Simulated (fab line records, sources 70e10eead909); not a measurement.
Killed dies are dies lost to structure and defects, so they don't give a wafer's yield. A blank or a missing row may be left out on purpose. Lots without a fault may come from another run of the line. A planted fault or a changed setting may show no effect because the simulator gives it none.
A struck lot beside a sound one | flow nand_harc | 15 steps out of a route of 1302
Sound: wafers L912.1, L912.4, L912.6. Struck: wafers L918.1, L918.3, L918.5. The cause comes at the end.
At each step with rows: each side's tool, then ch and its chambers, then its first start. Under that, the readings that differ: sound wafers | struck wafers | difference of the means | sigmas: that difference in standard deviations of wafers without a fault.
alike: readings whose means differ by less than 2 such deviations, and words and numbers that are the same on both sides. not compared: withheld readings, readings that some wafer has no value for, bounds like >300 that may hide the same value, and numbers for which the record gives no deviation and whose values overlap.
The two part at a step that has a row with sigmas, a row that says differs or no value, or rows on one side only. Numbers that don't overlap but have no deviation are shown without sigmas and don't part them. A reading that every wafer of one side lacks parts them only if that side has two wafers or more.

first, 7 steps without rows for these wafers: NHARC_A_SGD_CUT_COAT_57 (time 65 s); NHARC_A_SGD_CUT_COAT_03 (resist thk 90 nm); NHARC_A_SGD_CUT_SOFTBAKE_04 (time 55 s); NHARC_A_SGD_CUT_EBR_05; NHARC_A_SGD_CUT_EXPOSE_06 (exposes mask SGD); NHARC_A_SGD_CUT_PEB_07 (peb time 65 s); NHARC_A_SGD_CUT_DEVELOP_08 (develop time 35 s).
NHARC_A_SGD_CUT_CD_MEAS_09: target cd 100 nm.
  sound on cd_sem-03 ch 0, day 19 20:27; struck on cd_sem-01 ch 0, day 22 06:04
  reading    | sound          | struck            | difference | sigmas
  cd_nm (nm) | 99.5 98.8 99.0 | 101.1 100.6 100.5 | +1.6       | +2
NHARC_A_SGD_CUT_OVL_MEAS_10:
  sound on overlay-02, day 19 20:32; struck on overlay-02, day 22 06:10
  alike: overlay_x_nm, overlay_y_nm
NHARC_A_SGD_CUT_INSPECT_11:
  sound on defect_inspect-01, day 19 20:34; struck on defect_inspect-01, day 22 06:12
  reading          | sound    | struck   | difference | sigmas
  raw_defect_count | 14 20 17 | 80 80 95 | +68        | +3
NHARC_A_SGD_CUT_DESCUM_14: chemistry O2, time 3 s.
  sound on rie_diel-11 ch 0,3, day 19 20:38; struck on rie_diel-11 ch 0,2, day 22 06:16
  alike: drypump_motor_current_A, oes_product_au, rf_vpp_V, showerhead_plenum_p_Torr, throttle_valve_pct
  not compared: rf_hours_counter_h
NHARC_A_SGD_CUT_ETCH_58: etches the open film in CF4, target depth 39 nm, time 65 s.
  sound on rie_diel-11 ch 1,2,3, day 19 20:43; struck on rie_diel-11 ch 1,2,3, day 22 06:20
  alike: drypump_motor_current_A, oes_product_au, rf_vpp_V, run_length_s, showerhead_plenum_p_Torr, throttle_valve_pct
  not compared: rf_hours_counter_h
NHARC_A_SGD_CUT_ETCH_59: etches the open film in N2/H2, target depth 260 nm, time 406.25 s.
  sound on rie_diel-11 ch 0,1,3, day 19 20:52; struck on rie_diel-11 ch 1,2, day 22 06:28
  reading          | sound             | struck            | difference | sigmas
  run_length_s (s) | 427.4 427.5 427.3 | 350.2 350.6 350.3 | -77.0      | -99 or more
  alike: drypump_motor_current_A, oes_product_au, rf_vpp_V, showerhead_plenum_p_Torr, throttle_valve_pct
  not compared: rf_hours_counter_h
NHARC_A_SGD_CUT_ETCH_15: etches the open film in CH3F/O2, target depth 75 nm, time 64.3 s.
  sound on rie_diel-11 ch 0,3; struck on rie_diel-11 ch 0,2,3
  alike: drypump_motor_current_A, oes_product_au, rf_vpp_V, run_length_s, showerhead_plenum_p_Torr, throttle_valve_pct
  not compared: rf_hours_counter_h
-- the record jumps here: 5 days lie between the struck wafers' starts before and after (it left off in module A_SGD_CUT and takes up again in module END, whose first step shown is number 1302 of the route) --
NHARC_END_SORT_01:
  sound on prober-01 ch 0, day 25 04:07; struck on prober-02 ch 0, day 27 11:13
  reading         | sound    | struck     | difference | sigmas
  killed_at_array | 25 30 16 | 103 128 81 | +80        | +4
  killed_dies     | 31 39 27 | 109 134 83 | +76        | +4
  alike: killed_at_other, killed_at_periphery, killed_open, killed_short

WHERE THEY PART
First at NHARC_A_SGD_CUT_CD_MEAS_09; last, within this record, at NHARC_END_SORT_01.

WHY: what the simulator had put in
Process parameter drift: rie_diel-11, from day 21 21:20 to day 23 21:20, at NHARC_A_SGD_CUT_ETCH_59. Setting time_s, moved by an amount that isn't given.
